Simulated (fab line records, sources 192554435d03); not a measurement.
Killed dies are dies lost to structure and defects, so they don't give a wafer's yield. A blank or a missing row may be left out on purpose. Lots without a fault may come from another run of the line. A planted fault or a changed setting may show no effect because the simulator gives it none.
fab line records | flow n5_finfet | part 2 of 2: steps 5 to 6 of 6
record lots=22 wafers=66 last_day=18
route steps=1938 shown BEOL_M11@1587 BEOL_M12@1602
lots that met no fault: from a run of the same line without faults
start_h: hours from the record's first day to the start of the lot's first wafer shown | wait_h: hours since the lot's step before | " the same as in the row above | L1.1+2: a row that stands for several wafers | - no value, or no start given | * or withheld: withheld | < > ~ a bound
route shown NAME@n: a module of which the file shows steps, and the number in the route of the first | usual: mean/standard deviation of fault-free wafers | same: alike in all rows | chamber/n: place in a boat | sites: the reading at each site | _std_site: their standard deviation | _edge_site: outer sites' mean less inner sites' | radius_mm: how far each site lies from the wafer's centre | mask NAME#n: copy n | behind: the tool/chamber that last shaped the wafer | hold: why the lot was held/for how many hours/how that ended | device: the transistor (n, p or np) that didn't switch | end of line: the same wafers' tests at the end of the route | a step without rows: its recipe alone | killed: dies lost to structure and defects at the first sort, not the wafer's yield | map: a wafer's dies, x killed, . not, _ none there
set.NAME: the setting as run; set.NAME@STEP: as run at that earlier step | model.NAME: the simulator's own value behind a step, which no gauge read
steps of the route over a sample of lots; a table a step, a row a wafer
services: from which hour (start_h, from the record's first day; less than 0 if before it) a tool's chamber was out of use, for how many hours, and why
## steps
# step N5_BEOL_M12_TRENCH_ETCH_34
# recipe chemistry=C4F8/O2/Ar target=SiOC target_depth_a=3189.5 mask_material=SOC pressure_mtorr=30 source_w=3000 bias_w=700 Ar_flow_sccm=400 C4F8_flow_sccm=15 O2_flow_sccm=8 he_inner_torr=15 he_outer_torr=30 time_s=125.5 ion_energy_ev=250
# usual drypump_motor_current_A=5.9/0.43 oes_product_au=0.81/0.088 rf_fwd_power_W=2990/9.5 rf_vpp_V=665/3.1 showerhead_plenum_p_Torr=3.41/0.1 throttle_valve_pct=24.01/0.24
# columns lot.wafer tool chamber start_h wait_h drypump_motor_current_A oes_product_au rf_fwd_power_W rf_hours_counter_h rf_vpp_V showerhead_plenum_p_Torr throttle_valve_pct
L074.2 rie_diel-01 1 228.80 0.0 5.9 0.86 2981 52 663 3.33 24.01
L074.3 " 2 " " 5.6 0.74 2993 198 664 3.40 23.92
L074.6 " 2 " " 5.6 0.74 2987 - 665 3.40 23.90
L075.1 rie_diel-01 2 229.78 0.0 5.6 0.74 2987 198 663 3.40 23.90
L075.2 " 1 " " 5.9 0.85 2994 53 662 3.33 24.01
L075.3 " 0 " " 6.2 0.90 2988 23 668 3.48 23.64
L077.2 rie_diel-03 2 232.04 0.0 6.4 0.70 2998 219 661 3.24 24.06
L077.3 " 1 " " 5.8 0.70 3000 227 668 3.51 24.11
L077.4 " 3 " " 6.3 0.99 2994 0 663 3.38 24.23
L076.1 rie_diel-02 3 232.32 0.0 5.9 0.77 2984 111 666 3.45 24.29
L076.3 " 2 " " 5.6 0.90 2971 32 668 3.48 24.45
L076.4 " 1 " " 4.8 0.68 2977 249 660 3.24 24.13
L078.1 rie_diel-03 0 247.27 0.0 6.3 0.91 2984 21 663 3.34 23.66
L078.2 " 1 " " 5.8 0.70 2991 232 668 3.50 24.09
L078.5 " 1 " " 5.8 0.70 2989 - 669 3.50 24.09
L079.2 rie_diel-02 2 254.90 0.0 5.6 0.89 2970 42 667 3.47 24.44
L079.4 " 3 " " 5.9 0.77 2979 - 666 3.44 24.29
L079.5 " 0 " " 5.5 0.77 3000 - 667 3.43 23.81
L081.2 rie_diel-02 0 260.27 0.0 5.5 0.76 2995 136 664 3.43 23.82
L081.3 " 3 " " 5.9 0.77 2974 123 666 3.44 24.30
L081.6 " 2 " " 5.6 0.88 2997 - 666 3.47 24.45
L082.3 rie_diel-03 2 262.71 0.0 6.4 0.69 2984 230 658 3.24 24.09
L082.4 " 3 " " 6.3 0.94 2990 10 664 3.38 24.26
L082.5 " 2 " " 6.4 0.70 2972 - 660 3.24 24.08
L083.3 rie_diel-01 0 285.17 0.0 6.2 0.87 2984 43 667 3.47 23.69
L083.5 " 2 " " 5.6 0.72 2996 - 664 3.39 23.94
L083.6 " 3 " " 6.2 0.80 2996 - 672 3.58 23.92
L086.1 rie_diel-03 1 295.65 0.0 5.8 0.68 2995 249 667 3.50 24.13
L086.3 " 3 " " 6.3 0.91 2992 20 664 3.37 24.26
L086.5 " 3 " " 6.3 0.91 2998 - 662 3.37 24.25
L084.2 rie_diel-03 0 296.63 0.0 6.3 0.88 2995 37 664 3.34 23.68
L084.5 " 2 " " 6.4 0.68 2993 - 660 3.23 24.08
L084.6 " 1 " " 5.8 0.68 2982 - 668 3.49 24.13
L087.2 rie_diel-03 2 300.57 0.0 6.4 0.67 2998 243 660 3.23 24.10
L087.4 " 3 " " 6.3 0.91 2987 - 662 3.37 24.27
L087.5 " 2 " " 6.4 0.67 3008 - 660 3.23 24.11
L088.1 rie_diel-02 0 312.48 0.0 5.5 0.75 2988 154 666 3.42 23.85
L088.2 " 2 " " 5.6 0.86 2974 61 667 3.46 24.48
L088.4 " 3 " " 5.8 0.75 2993 141 666 3.43 24.33
L089.1 rie_diel-03 1 320.84 0.0 5.8 0.98 2987 1 667 3.49 23.83
L089.5 " 3 " " 6.3 0.90 2993 - 663 3.37 24.27
L089.6 " 0 " " 6.3 0.87 2993 - 664 3.33 23.69
L091.1 rie_diel-02 2 320.99 0.0 5.7 0.85 2993 64 667 3.46 24.48
L091.4 " 0 " " 5.5 0.74 2980 157 664 3.42 23.85
L091.5 " 2 " " 5.6 0.85 2990 - 667 3.46 24.47
L090.3 rie_diel-02 1 322.69 0.0 4.8 0.93 2991 17 671 3.63 23.82
L090.5 " 1 " " 4.8 0.93 2986 - 670 3.63 23.83
L090.6 " 0 " " 5.5 0.75 2989 - 666 3.42 23.86
L093.2 rie_diel-01 0 339.05 0.0 6.2 0.85 3001 62 666 3.46 23.70
L093.3 " 2 " " 5.6 0.71 2985 236 664 3.38 23.97
L093.4 " 3 " " 6.2 0.78 2995 104 672 3.57 23.95
L092.4 rie_diel-03 0 344.89 0.1 6.3 0.84 2992 - 663 3.32 23.69
L092.5 " 1 " " 5.8 0.94 2983 - 666 3.49 23.85
L092.6 " 3 " " 6.3 0.87 2982 - 662 3.36 24.29
L094.1 rie_diel-01 1 350.89 0.0 5.9 0.80 3003 96 662 3.31 24.04
L094.4 " 2 " " 5.6 0.71 2991 241 663 3.38 23.97
L094.5 " 1 " " 5.9 0.80 3003 - 663 3.31 24.07
L095.2 rie_diel-03 3 365.05 0.0 6.3 0.87 2986 49 664 3.36 24.28
L095.4 " 2 " " 6.4 0.97 3003 6 671 3.62 23.81
L095.6 " 3 " " 6.3 0.86 2982 - 662 3.36 24.29
L097.1 rie_diel-01 1 381.96 0.0 5.9 0.79 2994 109 663 3.30 24.07
L097.3 " 3 " " 6.2 0.77 3003 120 670 3.57 23.98
L097.5 " 1 " " 5.9 0.79 3004 - 661 3.30 24.07
L096.1 rie_diel-02 2 384.56 0.0 5.6 0.83 2991 87 666 3.45 24.50
L096.5 " 2 " " 5.6 0.82 2987 - 669 3.45 24.52
L096.6 " 1 " " 4.9 0.90 2968 - 670 3.62 23.85
# step N5_BEOL_M12_INSPECT_55
# recipe inspect_instrument=darkfield mode=post_dep
# usual raw_defect_count=70/23
# columns lot.wafer tool chamber start_h wait_h raw_defect_count
L074.2 defect_inspect-01 - 232.39 0.0 63
L074.3 " - " " 109
L074.6 " - " " 58
L075.1 defect_inspect-02 - 233.36 0.0 64
L075.2 " - " " 37
L075.3 " - " " 80
L077.2 defect_inspect-01 - 234.53 0.0 42
L077.3 " - " " 31
L077.4 " - " " 60
L076.1 defect_inspect-01 - 234.89 0.0 55
L076.3 " - " " 48
L076.4 " - " " 49
L078.1 defect_inspect-02 - 249.01 0.0 47
L078.2 " - " " 49
L078.5 " - " " 46
L079.2 defect_inspect-02 - 260.15 0.0 68
L079.4 " - " " 39
L079.5 " - " " 82
L081.2 defect_inspect-02 - 263.99 0.0 77
L081.3 " - " " 76
L081.6 " - " " 105
L082.3 defect_inspect-02 - 266.18 0.0 98
L082.4 " - " " 90
L082.5 " - " " 96
L083.3 defect_inspect-01 - 289.27 0.0 63
L083.5 " - " " 50
L083.6 " - " " 87
L086.1 defect_inspect-01 - 299.13 0.0 49
L086.3 " - " " 41
L086.5 " - " " 47
L084.2 defect_inspect-02 - 299.25 0.0 73
L084.5 " - " " 51
L084.6 " - " " 75
L087.2 defect_inspect-02 - 303.73 0.0 43
L087.4 " - " " 63
L087.5 " - " " 67
L088.1 defect_inspect-01 - 315.90 0.0 77
L088.2 " - " " 74
L088.4 " - " " 72
L089.1 defect_inspect-01 - 323.05 0.0 67
L089.5 " - " " 62
L089.6 " - " " 65
L091.1 defect_inspect-01 - 323.99 0.0 35
L091.4 " - " " 49
L091.5 " - " " 63
L090.3 defect_inspect-02 - 328.94 0.0 136
L090.5 " - " " 139
L090.6 " - " " 88
L093.2 defect_inspect-01 - 342.12 0.0 91
L093.3 " - " " 63
L093.4 " - " " 63
L092.4 defect_inspect-02 - 348.67 0.0 43
L092.5 " - " " 45
L092.6 " - " " 51
L094.1 defect_inspect-01 - 353.89 0.0 35
L094.4 " - " " 51
L094.5 " - " " 48
L095.2 defect_inspect-02 - 368.74 0.0 84
L095.4 " - " " 94
L095.6 " - " " 108
L097.1 defect_inspect-02 - 386.23 0.0 114
L097.3 " - " " 86
L097.5 " - " " 85
L096.1 defect_inspect-02 - 386.91 0.0 72
L096.5 " - " " 50
L096.6 " - " " 71
## services
# columns tool chamber start_h hours kind
uv_cure-03 - 213.10 1.4 repair
rie_diel-01 3 225.93 4.2 repair
uv_cure-02 - 231.35 0.9 repair
uv_cure-01 - 234.10 7.5 pm
rie_diel-02 1 238.88 - clean
rie_diel-02 1 238.88 - consumable_replace:focus_ring
rie_diel-02 1 238.88 - consumable_replace:showerhead
rie_diel-02 1 238.88 29.3 scheduled_down
rie_diel-02 1 238.88 29.3 vent_cycle
uv_cure-03 - 244.42 7.1 pm
pecvd-03 - 254.41 2.8 pm
uv_cure-02 - 260.00 7.5 pm
uv_cure-01 - 271.15 0.8 repair
uv_cure-02 - 283.03 0.3 repair
rie_diel-03 1 296.75 - clean
rie_diel-03 1 296.75 - consumable_replace:focus_ring
rie_diel-03 - 297.60 0.3 repair
rie_diel-03 2 307.14 2.8 repair
uv_cure-02 - 323.36 7.1 pm
rie_diel-03 2 325.56 - clean
rie_diel-01 - 326.39 2.8 pm
uv_cure-01 - 341.82 2.8 pm
rie_diel-02 1 347.22 1.7 repair
rie_diel-01 2 360.58 11.6 repair
